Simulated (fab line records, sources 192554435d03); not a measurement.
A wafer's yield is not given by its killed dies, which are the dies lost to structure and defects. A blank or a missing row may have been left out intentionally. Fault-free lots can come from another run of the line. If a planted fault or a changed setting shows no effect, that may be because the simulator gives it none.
Split-lot trial | flow n5 finfet | 21 wafers read across 7 lots, on a route 1938 steps long

THE SPLIT ITSELF
At N5_BEOL_M11_COAT_59 (time 60 s, resist thk 100 nm), the setting spin rpm was moved away from the recipe's 1500 rpm on 7 of the 21 wafers read, by -8.7% to +8.4%. The other wafers ran this setting at the recipe's value.

FROM THE SPLIT TO THE READING: what the file shows between them, 7 steps
- N5_BEOL_M11_COAT_60: time 60 s, resist thk 30 nm
- N5_BEOL_M11_COAT_05: resist thk 90 nm
- N5_BEOL_M11_DESCUM_16: chemistry O2, time 7.9 s
- N5_BEOL_M11_ETCH_61: etches SiARC in CF4, target depth 39 nm, time 65 s
- N5_BEOL_M11_ETCH_62: etches SOC in N2/H2, target depth 110 nm, overetch 22 nm, time 165 s
- N5_BEOL_M11_STRIP_68: strips in N2/H2
- N5_BEOL_M11_STRIP_67: strips in CF4

THE READING
SOC_of_BEOL_M11_COAT_59.thk nm (the simulator's own value, which no gauge read), in nm, at N5_BEOL_M11_HM_OPEN_17 (chemistry Cl2/BCl3, target TiN, target depth 20 nm, overetch 6 nm). There is no usual value for it anywhere in the file. Average 92.1 nm, standard deviation 0.27 nm, over the 14 wafers here run with the recipe.

wafer  | tool, chamber at the split | spin rpm as run, rpm | against the recipe | SOC_of_BEOL_M11_COAT_59.thk nm, nm | against lot-mates on the recipe
L084.3 | litho track-01, 0          | 1626                 | +8.4%              | 88.6                               | -3.4
L084.4 | litho track-01, 0          | 1500                 | recipe             | 92                                 | -
L084.5 | litho track-01, 0          | 1626                 | +8.4%              | 88                                 | -4.0
L090.1 | litho track-01, 0          | 1370                 | -8.7%              | 96.2                               | +4.2
L090.2 | litho track-01, 0          | 1370                 | -8.7%              | 96.4                               | +4.4
L090.5 | litho track-01, 0          | 1500                 | recipe             | 92                                 | -
L088.1 | litho track-03, 0          | 1500                 | recipe             | 92                                 | -
L088.4 | litho track-03, 0          | 1500                 | recipe             | 92.2                               | -
L088.5 | litho track-03, 0          | 1500                 | recipe             | 91.8                               | -
L087.1 | litho track-02, 0          | 1500                 | recipe             | 92.2                               | -
L087.5 | litho track-02, 0          | 1500                 | recipe             | 92.4                               | -
L087.6 | litho track-02, 0          | 1500                 | recipe             | 91.6                               | -
L096.3 | litho track-01, 0          | 1500                 | recipe             | 91.8                               | -
L096.5 | litho track-01, 0          | 1500                 | recipe             | 91.8                               | -
L096.6 | litho track-01, 0          | 1500                 | recipe             | 92                                 | -
L093.2 | litho track-03, 0          | 1544                 | +2.9%              | 90.4                               | -2.1
L093.4 | litho track-03, 0          | 1500                 | recipe             | 92.4                               | -
L093.5 | litho track-03, 0          | 1500                 | recipe             | 92.6                               | -
L095.1 | litho track-03, 0          | 1550                 | +3.3%              | 90.4                               | -1.8
L095.2 | litho track-03, 0          | 1500                 | recipe             | 92.2                               | -
L095.5 | litho track-03, 0          | 1550                 | +3.3%              | 90.2                               | -2.0

THE FIT
A straight line over all 21 wafers: SOC_of_BEOL_M11_COAT_59.thk nm changes by -0.476 nm for each +1% of spin rpm; r = -0.99; the points scatter about the line by 0.28 nm.
The same after taking each lot's own level away (the mean of its wafers on the recipe; 21 wafers): -0.482 nm for each +1%; r = -0.99; scatter 0.29 nm.
According to that fit, moving spin rpm by its largest amount changes the reading by 4.2 nm.
The lots' own levels span 91.87 to 92.50 nm, that is 2.4 times the standard deviation above.
Consequently the slope shifts little with the lot-to-lot level, the two slopes agreeing.
Check: for one of the wafers moved furthest among these (-8.7%), held out of the fit, the line's prediction against its lot-mates is +4.15 nm. Against them it came out at +4.2 nm.

OTHER SPLITS ON THESE WAFERS
Note: prior to the reading, these wafers also went through further splits. Each is held against what the fit with the lots' levels taken away leaves over:
other split on the same wafers | wafers away from the commonest value | r with SOC_of_BEOL_M11_COAT_59.thk nm (lot level and that fit taken away)
N5_BEOL_M11_ILD_DEP_00 time s  | 9                                    | -0.14

THE WHOLE CHAIN: every reading that the file lists as answering this split, in the file's order
step                   | what it does                                                         | reading                                                                         | change (the file's fit)               | r (the file's)
N5_BEOL_M11_COAT_59    | time 60 s, resist thk 100 nm                                         | SOC_of_BEOL_M11_COAT_59.thk nm (the simulator's own value, which no gauge read) | -0.519 nm for each +1% of the setting | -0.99
N5_BEOL_M11_ETCH_62    | etches SOC in N2/H2, target depth 110 nm, overetch 22 nm, time 165 s | etch.depth nm (the simulator's own value, which no gauge read)                  | -0.514 nm for each +1% of the setting | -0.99
N5_BEOL_M11_HM_OPEN_17 | chemistry Cl2/BCl3, target TiN, target depth 20 nm, overetch 6 nm    | SOC_of_BEOL_M11_COAT_59.thk nm (the simulator's own value, which no gauge read) | -0.489 nm for each +1% of the setting | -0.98

THE FILE'S OWN FIT
SOC_of_BEOL_M11_COAT_59.thk nm changes by -0.489 nm for each +1% of spin rpm, r = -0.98.
